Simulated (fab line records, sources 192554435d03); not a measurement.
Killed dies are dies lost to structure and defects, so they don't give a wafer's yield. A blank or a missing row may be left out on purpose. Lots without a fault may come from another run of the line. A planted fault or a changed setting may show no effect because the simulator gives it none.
A struck lot beside a sound one | flow n5_finfet | 23 steps out of a route of 1938
Sound: wafers L259.1, L259.2, L259.5. Struck: wafers L253.1, L253.3, L253.6. The cause comes at the end.
At each step with rows: each side's tool, then ch and its chambers, then its first start. Under that, the readings that differ: sound wafers | struck wafers | difference of the means | sigmas: that difference in standard deviations of wafers without a fault.
alike: readings whose means differ by less than 2 such deviations, and words and numbers that are the same on both sides. not compared: withheld readings, readings that some wafer has no value for, bounds like >300 that may hide the same value, and numbers for which the record gives no deviation and whose values overlap.
The two part at a step that has a row with sigmas, a row that says differs or no value, or rows on one side only. Numbers that don't overlap but have no deviation are shown without sigmas and don't part them. A reading that every wafer of one side lacks parts them only if that side has two wafers or more.

first, 9 steps without rows for these wafers: N5_BEOL_M6_ILD_DEP_00 (deposits SiCOH lowk from DEMS/porogen, target thk 179.75 nm, time 33.4 s); N5_BEOL_M6_CURE_74 (cures SiCOH lowk, time 240 s); N5_BEOL_M6_PECVD_70 (deposits SiO2 from TEOS/O2, target thk 20 nm, time 22.7 s); N5_BEOL_M6_HM_DEP_02 (deposits TiN, target thk 20 nm); N5_BEOL_M6_COAT_59 (time 60 s, resist thk 100 nm); N5_BEOL_M6_COAT_60 (time 60 s, resist thk 35 nm); N5_BEOL_M6_COAT_05 (resist thk 90 nm); N5_BEOL_M6_EBR_07; N5_BEOL_M6_SOFTBAKE_06 (time 60 s).
N5_BEOL_M6_EXPOSE_08: exposes mask M6.
  sound on arfi_scanner-03 ch 0, day 14 08:08; struck on arfi_scanner-02 ch 0, day 12 21:23
  reading              | sound             | struck            | difference | sigmas
  exposure_dose_mJ_cm2 | 68.35 68.31 68.31 | 70.66 70.77 70.85 | +2.44      | +32
  alike: mask, stage_vel_mm_s
then, 2 steps without rows for these wafers: N5_BEOL_M6_PEB_09 (peb time 60 s); N5_BEOL_M6_DEVELOP_10 (develop time 30 s).
N5_BEOL_M6_CD_MEAS_11: target cd 38.5 nm.
  sound on cd_sem-02 ch 0, day 14 08:16; struck on cd_sem-02 ch 0, day 12 21:31
  reading    | sound          | struck         | difference | sigmas
  cd_nm (nm) | 38.2 37.7 37.5 | 40.1 40.5 41.1 | +2.8       | +5
then, 1 step without rows for these wafers: N5_BEOL_M6_DESCUM_16 (chemistry O2, time 7.9 s).
N5_BEOL_M6_ETCH_61: etches SiARC in CF4, target depth 45.5 nm, time 75.8 s.
  sound on rie_diel-06 ch 2,3, day 14 08:23; struck on rie_diel-02 ch 2,3, day 12 21:40
  reading                         | sound          | struck         | difference | sigmas
  oes_product_au (a.u.)           | 0.86 0.82 0.86 | 0.72 0.66 0.65 | -0.17      | -2
  model.BEOL_M6.cd_offset_nm (nm) | 0.2 -0.6 -0.6  | 1.6 2 2.4      | +2.3       |
  alike: drypump_motor_current_A, etch_rf_on_time_s, rf_vpp_V, showerhead_plenum_p_Torr, throttle_valve_pct
  not compared: rf_hours_counter_h
then, 3 steps without rows for these wafers: N5_BEOL_M6_ETCH_62 (etches SOC in N2/H2, target depth 110 nm, overetch 22 nm, time 165 s); N5_BEOL_M6_STRIP_68 (strips in N2/H2); N5_BEOL_M6_STRIP_67 (strips in CF4).
N5_BEOL_M6_HM_OPEN_17: chemistry Cl2/BCl3, target TiN, target depth 20 nm, overetch 6 nm.
  sound on rie_metal-01 ch 0,1, day 14 08:38; struck on rie_metal-01 ch 0,1, day 12 21:55
  reading                         | sound         | struck    | difference | sigmas
  model.BEOL_M6.cd_offset_nm (nm) | 0.2 -0.6 -0.8 | 1.4 2 2.4 | +2.3       |
  alike: drypump_motor_current_A, oes_product_au, throttle_valve_pct
  not compared: rf_hours_counter_h
then, 1 step without rows for these wafers: N5_BEOL_M6_STRIP_19 (strips in O2).
N5_BEOL_M6_CD_MEAS_18: pitch 80 nm, target cd 40 nm.
  sound on cd_sem-02, day 14 08:53; struck on cd_sem-02, day 12 22:06
  reading    | sound          | struck         | difference | sigmas
  cd_nm (nm) | 40.0 39.4 39.3 | 41.3 42.2 42.3 | +2.4       | +4
then, 2 steps without rows for these wafers: N5_BEOL_M6_COAT_63 (time 60 s, resist thk 60 nm); N5_PASSIVATION_PROBE_49.

WHERE THEY PART
First at N5_BEOL_M6_EXPOSE_08; last, within this record, at N5_BEOL_M6_CD_MEAS_18.

WHY: what the simulator had put in
Process parameter drift: arfi_scanner-02, from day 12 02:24 on, at N5_BEOL_M6_EXPOSE_08. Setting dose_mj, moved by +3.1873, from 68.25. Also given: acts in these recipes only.
